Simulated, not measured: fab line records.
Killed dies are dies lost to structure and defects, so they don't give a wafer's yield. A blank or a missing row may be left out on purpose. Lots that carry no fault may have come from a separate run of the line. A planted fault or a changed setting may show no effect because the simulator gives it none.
Matching of chambers / flow n5 finfet / rie diel-03 running N5_BEOL_M8_ETCH_62: 4 sister chambers
The step etches SOC in N2/H2, target depth 110 nm, overetch 22 nm, time 165 s. 8 wafers are shown with their chamber, then 9 later ones without.

== WAFERS WITH THEIR CHAMBER ==
wafer=L081.1; chamber=1; showerhead plenum p Torr (Torr)=2.60; throttle valve pct (%)=18.05
wafer=L083.3; chamber=0; showerhead plenum p Torr (Torr)=2.60; throttle valve pct (%)=17.48
wafer=L084.1; chamber=3; showerhead plenum p Torr (Torr)=2.46; throttle valve pct (%)=17.66
wafer=L084.3; chamber=2; showerhead plenum p Torr (Torr)=2.70; throttle valve pct (%)=17.28
wafer=L084.6; chamber=2; showerhead plenum p Torr (Torr)=2.70; throttle valve pct (%)=17.26
wafer=L089.3; chamber=1; showerhead plenum p Torr (Torr)=2.59; throttle valve pct (%)=18.11
wafer=L089.4; chamber=3; showerhead plenum p Torr (Torr)=2.45; throttle valve pct (%)=17.70
wafer=L089.6; chamber=0; showerhead plenum p Torr (Torr)=2.59; throttle valve pct (%)=17.10

== WAFERS MISSING THEIR CHAMBER ==
wafer=L090.2; showerhead plenum p Torr (Torr)=2.58; throttle valve pct (%)=18.10
wafer=L090.4; showerhead plenum p Torr (Torr)=2.59; throttle valve pct (%)=17.12
wafer=L090.6; showerhead plenum p Torr (Torr)=2.58; throttle valve pct (%)=18.10
wafer=L092.2; showerhead plenum p Torr (Torr)=2.58; throttle valve pct (%)=18.10
wafer=L092.4; showerhead plenum p Torr (Torr)=2.59; throttle valve pct (%)=17.12
wafer=L092.6; showerhead plenum p Torr (Torr)=2.58; throttle valve pct (%)=18.09
wafer=L095.1; showerhead plenum p Torr (Torr)=2.69; throttle valve pct (%)=17.33
wafer=L095.3; showerhead plenum p Torr (Torr)=2.58; throttle valve pct (%)=17.13
wafer=L095.5; showerhead plenum p Torr (Torr)=2.69; throttle valve pct (%)=17.32

== WHICH CHAMBER EACH WENT THROUGH ==
wafer=L090.2; from the rows above=1; in truth=1
wafer=L090.4; from the rows above=0; in truth=0
wafer=L090.6; from the rows above=1; in truth=1
wafer=L092.2; from the rows above=1; in truth=1
wafer=L092.4; from the rows above=0; in truth=0
wafer=L092.6; from the rows above=1; in truth=1
wafer=L095.1; from the rows above=2; in truth=2
wafer=L095.3; from the rows above=0; in truth=0
wafer=L095.5; from the rows above=2; in truth=2
Correctly placed: 9 of 9. Left unplaced by these rows: 0. 0 placed wrongly.
How it was worked out, from the rows above alone: a wafer's distance from a chamber is the root of the sum, over the readings, of the square of ((its reading less the chamber's mean) divided by the reading's scatter). The wafer belongs to the nearest chamber; if the next one is less than 2 further off, it can't be placed. For every chamber, the mean is computed from those of its wafers that are shown. The scatter is the square root of a quotient: the sum, over the shown wafers, of each reading's squared deviation from its chamber's mean, divided by wafers minus chambers.
